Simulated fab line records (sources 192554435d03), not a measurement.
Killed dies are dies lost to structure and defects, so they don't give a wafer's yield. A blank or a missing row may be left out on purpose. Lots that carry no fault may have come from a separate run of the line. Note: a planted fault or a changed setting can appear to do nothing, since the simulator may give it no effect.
What tool caused it?	flow n5 finfet	22 lots with 66 wafers sampled at 6 steps, on a route of 1938 steps

WHAT THE GAUGES SHOWED, per wafer
No reading from a measuring or inspecting step in the record can be judged against a usual standard deviation.

WHAT TOOL EACH LOT RAN ON (gives the tool, then ch and the chambers of the sampled wafers, and finally the start)
lot	N5_BEOL_M5_ANNEAL_84	N5_BEOL_M5_ANNEAL_89	N5_BEOL_M6_ETCH_61	N5_BEOL_M6_STRIP_67	N5_BEOL_M6_TRENCH_ETCH_37	N5_BEOL_M6_STRIP_80
L078	pvd sputter-02, day 14 12:31	pvd sputter-02, day 14 13:37	rie diel-03 ch 2,3, day 14 17:26	rie diel-03 ch 2,3, day 14 17:38	rie diel-03 ch 1,3, no start	rie diel-03 ch 1,3, no start
L077	pvd sputter-01, day 15 05:30	pvd sputter-01, day 15 06:35	rie diel-03 ch 1,3, day 15 11:32	rie diel-03 ch 1,3, day 15 11:44	rie diel-03 ch 1,3, no start	rie diel-03 ch 1,3, no start
L074	pvd sputter-01, day 15 18:44	pvd sputter-01, day 15 19:49	rie diel-03 ch 0,1,3, day 15 23:52	rie diel-03 ch 0,1,3, day 16 00:04	rie diel-03 ch 0,1, no start	rie diel-03 ch 1,3, no start
L079	pvd sputter-03, day 16 01:39	pvd sputter-03, day 16 02:44	rie diel-03 ch 1,2,3, day 16 07:58	rie diel-03 ch 1,2,3, day 16 08:10	rie diel-06 ch 1,2,3, no start	rie diel-06 ch 1,2,3, no start
L084	pvd sputter-02, day 16 06:25	pvd sputter-02, day 16 07:29	rie diel-03 ch 1,2,3, day 16 13:12	rie diel-03 ch 1,2,3, day 16 13:24	rie diel-02 ch 1,2,3, no start	rie diel-02 ch 1,2,3, no start
L076	pvd sputter-02, day 16 20:44	pvd sputter-02, day 16 21:49	rie diel-06 ch 1,3, day 17 02:38	rie diel-06 ch 1,3, day 17 02:50	rie diel-03 ch 0,3, no start	rie diel-03 ch 0,3, no start
L083	pvd sputter-02, day 17 10:15	pvd sputter-02, day 17 11:20	rie diel-03 ch 0,1,2, day 17 15:40	rie diel-03 ch 0,1,2, day 17 15:52	rie diel-03 ch 1,2,3, no start	rie diel-03 ch 1,2,3, no start
L081	pvd sputter-01, day 17 12:28	pvd sputter-01, day 17 13:34	rie diel-06 ch 1,2, day 17 19:52	rie diel-06 ch 1,2, day 17 20:04	rie diel-02 ch 0,1, no start	rie diel-02 ch 0,1, no start
L082	pvd sputter-03, day 17 19:37	pvd sputter-03, day 17 20:42	rie diel-06 ch 0,1,3, day 18 05:22	rie diel-06 ch 0,1,3, day 18 05:35	rie diel-02 ch 0,2,3, no start	rie diel-02 ch 0,2,3, no start
L085	pvd sputter-02, day 17 23:44	pvd sputter-02, day 18 00:50	rie diel-02 ch 2,3, day 18 05:46	rie diel-02 ch 2,3, day 18 05:58	rie diel-06 ch 0,1,2, no start	rie diel-06 ch 0,1,2, no start
L087	pvd sputter-03, day 18 01:14	pvd sputter-03, day 18 02:19	rie diel-02 ch 1,2,3, day 18 06:25	rie diel-02 ch 1,2,3, day 18 06:37	rie diel-03 ch 0,3, no start	rie diel-03 ch 0,3, no start
L091	pvd sputter-01, day 18 03:11	pvd sputter-01, day 18 04:16	rie diel-03 ch 0,1,2, day 18 09:32	rie diel-03 ch 0,1,2, day 18 09:45	rie diel-02 ch 2,3, no start	rie diel-02 ch 2,3, no start
L086	pvd sputter-02, day 18 08:09	pvd sputter-02, day 18 09:14	rie diel-02 ch 0,2,3, day 18 13:42	rie diel-02 ch 0,2,3, day 18 13:54	rie diel-03 ch 2,3, no start	rie diel-03 ch 2,3, no start
L090	pvd sputter-03, day 18 08:17	pvd sputter-03, day 18 09:22	rie diel-03 ch 0,3, day 18 13:52	rie diel-03 ch 0,3, day 18 14:04	rie diel-06 ch 0,1,2, no start	rie diel-06 ch 0,1,2, no start
L088	pvd sputter-02, day 18 13:18	pvd sputter-02, day 18 14:23	rie diel-03 ch 2,3, day 18 18:36	rie diel-03 ch 2,3, day 18 18:48	rie diel-06 ch 0,1, no start	rie diel-06 ch 0,1, no start
L089	pvd sputter-03, day 18 16:38	pvd sputter-03, day 18 17:44	rie diel-03 ch 0,3, day 18 23:07	rie diel-03 ch 0,3, day 18 23:19	rie diel-06 ch 2,3, no start	rie diel-06 ch 2,3, no start
L092	pvd sputter-03, day 19 13:27	pvd sputter-03, day 19 14:32	rie diel-03 ch 0,1,2, day 19 18:57	rie diel-03 ch 0,1,2, day 19 19:09	rie diel-02 ch 0,2,3, no start	rie diel-02 ch 0,2,3, no start
L093	pvd sputter-01, day 19 14:29	pvd sputter-01, day 19 15:34	rie diel-02 ch 0,1,3, day 19 20:22	rie diel-02 ch 0,1,3, day 19 20:34	rie diel-03 ch 0,1,2, no start	rie diel-03 ch 0,1,2, no start
L095	pvd sputter-02, day 19 16:14	pvd sputter-02, day 19 17:19	rie diel-02 ch 1,2, day 20 00:05	rie diel-02 ch 1,2, day 20 00:17	rie diel-03 ch 0,1,2, no start	rie diel-03 ch 0,1,2, no start
L094	pvd sputter-02, day 20 15:52	pvd sputter-02, day 20 16:57	rie diel-02 ch 0,2,3, day 20 20:35	rie diel-02 ch 0,2,3, day 20 20:47	rie diel-03 ch 1,2, no start	rie diel-03 ch 1,2, no start
L096	pvd sputter-03, day 20 16:52	pvd sputter-03, day 20 17:58	rie diel-03 ch 2,3, day 20 23:19	rie diel-03 ch 2,3, day 20 23:31	rie diel-03 ch 1,2, no start	rie diel-03 ch 1,2, no start
L097	pvd sputter-03, day 20 22:59	pvd sputter-03, day 21 00:04	rie diel-06 ch 0,2,3, day 21 04:08	rie diel-06 ch 0,2,3, day 21 04:20	rie diel-02 ch 1,3, no start	rie diel-02 ch 1,3, no start
- N5_BEOL_M5_ANNEAL_84: time 1800 s.
- N5_BEOL_M5_ANNEAL_89: time 1800 s.
- N5_BEOL_M6_ETCH_61: etches SiARC in CF4, target depth 45.5 nm, time 75.8 s.
- N5_BEOL_M6_STRIP_67: strips in CF4.
- N5_BEOL_M6_TRENCH_ETCH_37: etches SiCOH lowk in C4F6/O2, target depth 94.435 nm, time 31.5 s.
- N5_BEOL_M6_STRIP_80: strips in N2/H2, time 10 s.

AS READ BY THE TOOLS THEMSELVES (means over the sampled wafers that have a number; for cases with no such wafer, the mark the record gives instead)
N5_BEOL_M5_ANNEAL_84. Usual: heater power w reads 836 W (standard deviation 74).
lot	tool	heater power w (W)	flag
L078	pvd sputter-02	841	
L077	pvd sputter-01	870	
L074	pvd sputter-01	839	
L079	pvd sputter-03	810	
L084	pvd sputter-02	886	
L076	pvd sputter-02	899	
L083	pvd sputter-02	864	
L081	pvd sputter-01	838	
L082	pvd sputter-03	796	
L085	pvd sputter-02	881	
L087	pvd sputter-03	803	
L091	pvd sputter-01	741	
L086	pvd sputter-02	864	
L090	pvd sputter-03	816	
L088	pvd sputter-02	871	
L089	pvd sputter-03	822	
L092	pvd sputter-03	819	
L093	pvd sputter-01	844	
L095	pvd sputter-02	794	
L094	pvd sputter-02	844	
L096	pvd sputter-03	809	
L097	pvd sputter-03	809	

N5_BEOL_M5_ANNEAL_89. Usual: heater power w reads 834 W (standard deviation 76).
lot	tool	heater power w (W)	flag
L078	pvd sputter-02	840	
L077	pvd sputter-01	872	
L074	pvd sputter-01	822	
L079	pvd sputter-03	791	
L084	pvd sputter-02	873	
L076	pvd sputter-02	884	
L083	pvd sputter-02	878	
L081	pvd sputter-01	848	
L082	pvd sputter-03	802	
L085	pvd sputter-02	882	
L087	pvd sputter-03	815	
L091	pvd sputter-01	737	
L086	pvd sputter-02	873	
L090	pvd sputter-03	821	
L088	pvd sputter-02	876	
L089	pvd sputter-03	825	
L092	pvd sputter-03	805	
L093	pvd sputter-01	834	
L095	pvd sputter-02	779	
L094	pvd sputter-02	844	
L096	pvd sputter-03	804	
L097	pvd sputter-03	801	

N5_BEOL_M6_ETCH_61. Usual: drypump motor current A 5.8 A, standard deviation 0.39; etch rf on time s 75.9 s, standard deviation 2.6; oes product au 0.69 a.u., standard deviation 0.081; rf vpp V 184.6 V, standard deviation 1.2; showerhead plenum p Torr 2.17 Torr, standard deviation 0.082; throttle valve pct 15.58 %, standard deviation 0.24.
lot	tool	drypump motor current A (A)	etch rf on time s (s)	oes product au (a.u.)	rf vpp V (V)	showerhead plenum p Torr (Torr)	throttle valve pct (%)	flag
L078	rie diel-03	6.0	72.7	0.75	185.7	2.20	15.47	
L077	rie diel-03	5.7	73.6	0.68	185.2	2.23	15.51	
L074	rie diel-03	5.8	74.9	0.66	185.2	2.20	15.64	
L079	rie diel-03	5.8	73.6	0.76	185.5	2.25	15.38	
L084	rie diel-03	5.8	73.7	0.75	186.4	2.25	15.40	
L076	rie diel-06	6.1	76.5	0.68	183.0	2.04	15.73	
L083	rie diel-03	5.8	75.4	0.67	184.8	2.20	15.57	
L081	rie diel-06	5.4	76.8	0.78	184.1	2.10	15.62	
L082	rie diel-06	5.7	76.4	0.67	183.8	2.07	15.65	
L085	rie diel-02	5.4	74.2	0.70	184.3	2.16	15.64	
L087	rie diel-02	5.7	76.8	0.67	185.1	2.18	15.56	
L091	rie diel-03	5.8	76.6	0.65	184.6	2.19	15.58	
L086	rie diel-02	5.8	76.2	0.68	184.2	2.16	15.70	
L090	rie diel-03	6.1	76.0	0.64	183.4	2.16	15.80	
L088	rie diel-03	5.9	74.2	0.77	185.1	2.27	15.29	
L089	rie diel-03	6.1	77.2	0.63	185.5	2.16	15.82	
L092	rie diel-03	5.8	76.1	0.73	184.1	2.19	15.45	
L093	rie diel-02	6.0	79.0	0.64	184.7	2.18	15.62	
L095	rie diel-02	6.0	78.1	0.64	185.3	2.20	15.53	
L094	rie diel-02	5.8	77.4	0.66	183.8	2.16	15.74	
L096	rie diel-03	5.9	73.8	0.75	184.7	2.26	15.32	
L097	rie diel-06	5.4	75.9	0.67	183.3	2.07	15.70	

N5_BEOL_M6_STRIP_67. Usual: drypump motor current A 5.8 A, standard deviation 0.39; oes product au 0.81 a.u., standard deviation 0.085; rf vpp V 271.7 V, standard deviation 1.7; showerhead plenum p Torr 1.82 Torr, standard deviation 0.068; throttle valve pct 13.56 %, standard deviation 0.25.
lot	tool	drypump motor current A (A)	oes product au (a.u.)	rf vpp V (V)	showerhead plenum p Torr (Torr)	throttle valve pct (%)	flag
L078	rie diel-03	6.0	0.86	272.3	1.84	13.44	
L077	rie diel-03	5.6	0.78	272.6	1.87	13.52	
L074	rie diel-03	5.8	0.77	271.8	1.85	13.65	
L079	rie diel-03	5.8	0.86	273.3	1.89	13.36	
L084	rie diel-03	5.8	0.86	272.2	1.89	13.37	
L076	rie diel-06	6.1	0.81	270.0	1.72	13.68	
L083	rie diel-03	5.8	0.78	272.2	1.84	13.58	
L081	rie diel-06	5.5	0.91	271.1	1.77	13.58	
L082	rie diel-06	5.7	0.79	269.2	1.73	13.61	
L085	rie diel-02	5.4	0.81	271.7	1.81	13.58	
L087	rie diel-02	5.7	0.79	271.8	1.83	13.52	
L091	rie diel-03	5.8	0.77	272.4	1.84	13.58	
L086	rie diel-02	5.8	0.79	272.3	1.81	13.64	
L090	rie diel-03	6.1	0.74	270.7	1.82	13.80	
L088	rie diel-03	5.9	0.90	273.6	1.90	13.23	
L089	rie diel-03	6.1	0.74	271.0	1.82	13.82	
L092	rie diel-03	5.8	0.85	271.7	1.83	13.43	
L093	rie diel-02	6.0	0.77	272.0	1.82	13.60	
L095	rie diel-02	6.0	0.76	272.5	1.84	13.49	
L094	rie diel-02	5.8	0.78	270.0	1.80	13.68	
L096	rie diel-03	5.9	0.87	272.8	1.89	13.27	
L097	rie diel-06	5.4	0.79	269.4	1.74	13.66	

N5_BEOL_M6_TRENCH_ETCH_37. Usual: for drypump motor current A, 5.8 A with a standard deviation of 0.42; for oes_ar_750_au, 0.80 a.u. with a standard deviation of 0.089; for oes_o_777_au, 0.80 a.u. with a standard deviation of 0.093; for oes product au, 0.80 a.u. with a standard deviation of 0.092; for rf vpp V, 672 V with a standard deviation of 15; for showerhead plenum p Torr, 2.88 Torr with a standard deviation of 0.1; for throttle valve pct, 20.88 % with a standard deviation of 0.23.
lot	tool	drypump motor current A (A)	oes_ar_750_au (a.u.)	oes_o_777_au (a.u.)	oes product au (a.u.)	rf vpp V (V)	showerhead plenum p Torr (Torr)	throttle valve pct (%)	flag
L078	rie diel-03	5.7	0.79	0.80	0.80	663	2.96	20.71	
L077	rie diel-03	5.8	0.85	0.86	0.86	660	2.99	20.73	
L074	rie diel-03	5.7	0.70	0.71	0.71	672	2.88	20.87	
L079	rie diel-06	5.7	0.76	0.75	0.75	664	2.73	21.19	
L084	rie diel-02	5.7	0.80	0.80	0.81	681	2.91	20.89	
L076	rie diel-03	6.1	0.75	0.74	0.75	677	2.87	21.01	
L083	rie diel-03	5.8	0.84	0.84	0.85	660	2.99	20.69	
L081	rie diel-02	6.4	0.76	0.75	0.75	693	2.89	20.94	
L082	rie diel-02	5.8	0.79	0.80	0.80	688	2.87	21.05	
L085	rie diel-06	5.4	0.86	0.85	0.87	666	2.81	20.91	
L087	rie diel-03	6.1	0.75	0.74	0.75	676	2.86	21.02	
L091	rie diel-02	5.5	0.81	0.82	0.81	678	2.87	21.04	
L086	rie diel-03	6.0	0.89	0.89	0.90	659	3.02	20.71	
L090	rie diel-06	5.4	0.86	0.85	0.87	668	2.81	20.91	
L088	rie diel-06	5.8	0.82	0.84	0.83	663	2.80	20.94	
L089	rie diel-06	5.7	0.77	0.76	0.76	659	2.68	21.17	
L092	rie diel-02	5.8	0.78	0.79	0.78	687	2.87	21.08	
L093	rie diel-03	5.8	0.84	0.85	0.85	669	2.90	20.73	
L095	rie diel-03	5.8	0.85	0.85	0.84	670	2.90	20.74	
L094	rie diel-03	5.6	0.92	0.93	0.93	663	2.94	20.50	
L096	rie diel-03	5.8	0.90	0.91	0.90	661	2.98	20.55	
L097	rie diel-02	5.5	0.76	0.75	0.75	688	2.89	20.93	

N5_BEOL_M6_STRIP_80. Usual: drypump motor current A 5.8 A, standard deviation 0.42; oes product au 0.81 a.u., standard deviation 0.091; rf vpp V 59.4 V, standard deviation 0.9; showerhead plenum p Torr 2.57 Torr, standard deviation 0.099; throttle valve pct 23.56 %, standard deviation 0.21.
lot	tool	drypump motor current A (A)	oes product au (a.u.)	rf vpp V (V)	showerhead plenum p Torr (Torr)	throttle valve pct (%)	flag
L078	rie diel-03	5.7	0.81	59.4	2.65	23.33	
L077	rie diel-03	5.8	0.86	59.3	2.67	23.40	
L074	rie diel-03	5.8	0.85	60.3	2.66	23.41	
L079	rie diel-06	5.8	0.76	58.9	2.43	23.90	
L084	rie diel-02	5.7	0.81	59.1	2.60	23.64	
L076	rie diel-03	6.1	0.75	59.6	2.55	23.62	
L083	rie diel-03	5.8	0.84	60.2	2.67	23.36	
L081	rie diel-02	6.4	0.75	59.5	2.59	23.52	
L082	rie diel-02	5.8	0.79	60.0	2.56	23.67	
L085	rie diel-06	5.4	0.87	59.8	2.51	23.74	
L087	rie diel-03	6.1	0.74	60.3	2.55	23.64	
L091	rie diel-02	5.5	0.81	58.6	2.56	23.75	
L086	rie diel-03	6.0	0.89	58.4	2.69	23.44	
L090	rie diel-06	5.4	0.87	59.7	2.51	23.74	
L088	rie diel-06	5.8	0.83	59.4	2.50	23.89	
L089	rie diel-06	5.7	0.77	58.3	2.36	23.74	
L092	rie diel-02	5.8	0.78	59.8	2.55	23.68	
L093	rie diel-03	5.8	0.84	59.4	2.59	23.39	
L095	rie diel-03	5.8	0.84	59.2	2.59	23.39	
L094	rie diel-03	5.6	0.93	59.9	2.63	23.20	
L096	rie diel-03	5.8	0.90	59.4	2.66	23.28	
L097	rie diel-02	5.5	0.75	59.1	2.58	23.66	

THE ANSWER, worked out from the rows above alone
Rule: take the mean of a lot's wafers that have a number; if it is more than 3 standard deviations from the usual mean, the lot is off. A lot without any number at a reading at which 4 lots or more have one is off too. Any other lot the step has rows for is counted as sound. First the gauges in route order, then the tools' own readings, where a lot's mean is used as printed above. The first step at which some lot is off is used, and at that step the reading that is off furthest; a lot without a number counts as furthest.
No lot is off on any of the readings shown, so nothing can be concluded from this.

WHAT THE SIMULATOR HAD INSERTED
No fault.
